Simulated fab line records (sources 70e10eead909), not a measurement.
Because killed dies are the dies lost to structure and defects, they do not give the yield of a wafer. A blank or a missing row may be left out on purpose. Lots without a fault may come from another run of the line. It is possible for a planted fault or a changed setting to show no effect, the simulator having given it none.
Matching of chambers :: flow nandHarc :: rieDiel-06 running NHARC_A_STAIRCASE_ETCH_292: 4 sister chambers
The step etches the open film in CF4/CHF3. 33 wafers are shown with their chamber, then 12 later ones without.

WAFERS WITH THEIR CHAMBER
wafer: L075.2
chamber: 2
showerheadPlenumPTorr (Torr): 1.66
drypumpMotorCurrentA (A): 6.1
rfVppV (V): 373.9

wafer: L075.3
chamber: 1
showerheadPlenumPTorr (Torr): 1.51
drypumpMotorCurrentA (A): 6.3
rfVppV (V): 368.5

wafer: L075.5
chamber: 3
showerheadPlenumPTorr (Torr): 1.49
drypumpMotorCurrentA (A): 5.7
rfVppV (V): 366.9

wafer: L078.1
chamber: 1
showerheadPlenumPTorr (Torr): 1.51
drypumpMotorCurrentA (A): 6.3
rfVppV (V): 367.3

wafer: L078.3
chamber: 3
showerheadPlenumPTorr (Torr): 1.49
drypumpMotorCurrentA (A): 5.7
rfVppV (V): 367.5

wafer: L078.4
chamber: 2
showerheadPlenumPTorr (Torr): 1.66
drypumpMotorCurrentA (A): 6.1
rfVppV (V): 373.9

wafer: L082.2
chamber: 3
showerheadPlenumPTorr (Torr): 1.49
drypumpMotorCurrentA (A): 5.6
rfVppV (V): 368.9

wafer: L082.4
chamber: 2
showerheadPlenumPTorr (Torr): 1.66
drypumpMotorCurrentA (A): 6.2
rfVppV (V): 374.2

wafer: L082.5
chamber: 3
showerheadPlenumPTorr (Torr): 1.48
drypumpMotorCurrentA (A): 5.6
rfVppV (V): 367.4

wafer: L082.1
chamber: 1
showerheadPlenumPTorr (Torr): 1.50
drypumpMotorCurrentA (A): 6.3
rfVppV (V): 368.6

wafer: L082.3
chamber: 0
showerheadPlenumPTorr (Torr): 1.49
drypumpMotorCurrentA (A): 5.2
rfVppV (V): 367.4

wafer: L082.6
chamber: 0
showerheadPlenumPTorr (Torr): 1.49
drypumpMotorCurrentA (A): 5.2
rfVppV (V): 367.7

wafer: L081.1
chamber: 0
showerheadPlenumPTorr (Torr): 1.49
drypumpMotorCurrentA (A): 5.2
rfVppV (V): 367.6

wafer: L081.3
chamber: 3
showerheadPlenumPTorr (Torr): 1.48
drypumpMotorCurrentA (A): 5.7
rfVppV (V): 366.5

wafer: L081.4
chamber: 1
showerheadPlenumPTorr (Torr): 1.50
drypumpMotorCurrentA (A): 6.3
rfVppV (V): 367.4

wafer: L085.1
chamber: 2
showerheadPlenumPTorr (Torr): 1.65
drypumpMotorCurrentA (A): 6.1
rfVppV (V): 373.4

wafer: L085.2
chamber: 0
showerheadPlenumPTorr (Torr): 1.49
drypumpMotorCurrentA (A): 5.3
rfVppV (V): 368.4

wafer: L085.3
chamber: 3
showerheadPlenumPTorr (Torr): 1.48
drypumpMotorCurrentA (A): 5.6
rfVppV (V): 368.6

wafer: L084.2
chamber: 2
showerheadPlenumPTorr (Torr): 1.65
drypumpMotorCurrentA (A): 6.1
rfVppV (V): 372.7

wafer: L084.5
chamber: 1
showerheadPlenumPTorr (Torr): 1.50
drypumpMotorCurrentA (A): 6.3
rfVppV (V): 367.4

wafer: L084.6
chamber: 2
showerheadPlenumPTorr (Torr): 1.65
drypumpMotorCurrentA (A): 6.1
rfVppV (V): 374.2

wafer: L086.3
chamber: 1
showerheadPlenumPTorr (Torr): 1.50
drypumpMotorCurrentA (A): 6.3
rfVppV (V): 368.9

wafer: L086.4
chamber: 3
showerheadPlenumPTorr (Torr): 1.48
drypumpMotorCurrentA (A): 5.6
rfVppV (V): 368.9

wafer: L086.6
chamber: 2
showerheadPlenumPTorr (Torr): 1.65
drypumpMotorCurrentA (A): 6.1
rfVppV (V): 373.6

wafer: L087.2
chamber: 3
showerheadPlenumPTorr (Torr): 1.48
drypumpMotorCurrentA (A): 5.7
rfVppV (V): 368.0

wafer: L087.5
chamber: 2
showerheadPlenumPTorr (Torr): 1.65
drypumpMotorCurrentA (A): 6.1
rfVppV (V): 374.4

wafer: L087.6
chamber: 3
showerheadPlenumPTorr (Torr): 1.48
drypumpMotorCurrentA (A): 5.6
rfVppV (V): 367.3

wafer: L088.2
chamber: 3
showerheadPlenumPTorr (Torr): 1.48
drypumpMotorCurrentA (A): 5.6
rfVppV (V): 366.2

wafer: L088.4
chamber: 1
showerheadPlenumPTorr (Torr): 1.50
drypumpMotorCurrentA (A): 6.3
rfVppV (V): 369.1

wafer: L088.5
chamber: 2
showerheadPlenumPTorr (Torr): 1.65
drypumpMotorCurrentA (A): 6.1
rfVppV (V): 372.2

wafer: L090.1
chamber: 1
showerheadPlenumPTorr (Torr): 1.50
drypumpMotorCurrentA (A): 6.3
rfVppV (V): 367.3

wafer: L090.2
chamber: 2
showerheadPlenumPTorr (Torr): 1.65
drypumpMotorCurrentA (A): 6.1
rfVppV (V): 372.7

wafer: L090.5
chamber: 3
showerheadPlenumPTorr (Torr): 1.48
drypumpMotorCurrentA (A): 5.7
rfVppV (V): 367.7

SIGNATURES (averages over the wafers above)
reading: showerheadPlenumPTorr
chamber 0: 1.4900
chamber 1: 1.5025
chamber 2: 1.6530
chamber 3: 1.4827
scatter within a chamber: 0.00447

reading: drypumpMotorCurrentA
chamber 0: 5.225
chamber 1: 6.300
chamber 2: 6.110
chamber 3: 5.645
scatter within a chamber: 0.0389

reading: rfVppV
chamber 0: 367.775
chamber 1: 368.062
chamber 2: 373.520
chamber 3: 367.627
scatter within a chamber: 0.794
Rule: a wafer's distance from a chamber is the root of the sum, over the readings, of the square of ((its reading less the chamber's mean) divided by the reading's scatter). The wafer belongs to the nearest chamber; if the next one is less than 2 further off, it can't be placed. The scatter is the square root of a quotient: the sum, over the shown wafers, of each reading's squared deviation from its chamber's mean, divided by wafers minus chambers.

WAFERS WITH NO CHAMBER GIVEN
wafer: L092.2
showerheadPlenumPTorr (Torr): 1.65
drypumpMotorCurrentA (A): 6.2
rfVppV (V): 373.8

wafer: L092.4
showerheadPlenumPTorr (Torr): 1.65
drypumpMotorCurrentA (A): 6.1
rfVppV (V): 371.7

wafer: L092.6
showerheadPlenumPTorr (Torr): 1.50
drypumpMotorCurrentA (A): 6.3
rfVppV (V): 368.0

wafer: L092.1
showerheadPlenumPTorr (Torr): 1.50
drypumpMotorCurrentA (A): 6.3
rfVppV (V): 367.1

wafer: L092.3
showerheadPlenumPTorr (Torr): 1.48
drypumpMotorCurrentA (A): 5.6
rfVppV (V): 366.6

wafer: L092.5
showerheadPlenumPTorr (Torr): 1.48
drypumpMotorCurrentA (A): 5.6
rfVppV (V): 368.0

wafer: L094.1
showerheadPlenumPTorr (Torr): 1.65
drypumpMotorCurrentA (A): 6.1
rfVppV (V): 374.1

wafer: L094.3
showerheadPlenumPTorr (Torr): 1.47
drypumpMotorCurrentA (A): 5.7
rfVppV (V): 367.9

wafer: L094.5
showerheadPlenumPTorr (Torr): 1.65
drypumpMotorCurrentA (A): 6.1
rfVppV (V): 372.1

wafer: L095.2
showerheadPlenumPTorr (Torr): 1.65
drypumpMotorCurrentA (A): 6.2
rfVppV (V): 374.3

wafer: L095.4
showerheadPlenumPTorr (Torr): 1.48
drypumpMotorCurrentA (A): 5.3
rfVppV (V): 366.8

wafer: L095.6
showerheadPlenumPTorr (Torr): 1.64
drypumpMotorCurrentA (A): 6.2
rfVppV (V): 372.1

CHAMBER TAKEN BY EACH
wafer: L092.2
from the rows above: 2
in truth: 2

wafer: L092.4
from the rows above: 2
in truth: 2

wafer: L092.6
from the rows above: 1
in truth: 1

wafer: L092.1
from the rows above: 1
in truth: 1

wafer: L092.3
from the rows above: 3
in truth: 3

wafer: L092.5
from the rows above: 3
in truth: 3

wafer: L094.1
from the rows above: 2
in truth: 2

wafer: L094.3
from the rows above: 3
in truth: 3

wafer: L094.5
from the rows above: 2
in truth: 2

wafer: L095.2
from the rows above: 2
in truth: 2

wafer: L095.4
from the rows above: 0
in truth: 0

wafer: L095.6
from the rows above: 2
in truth: 2
12 of 12 placed correctly. Left unplaced by these rows: 0. 0 placed wrongly.
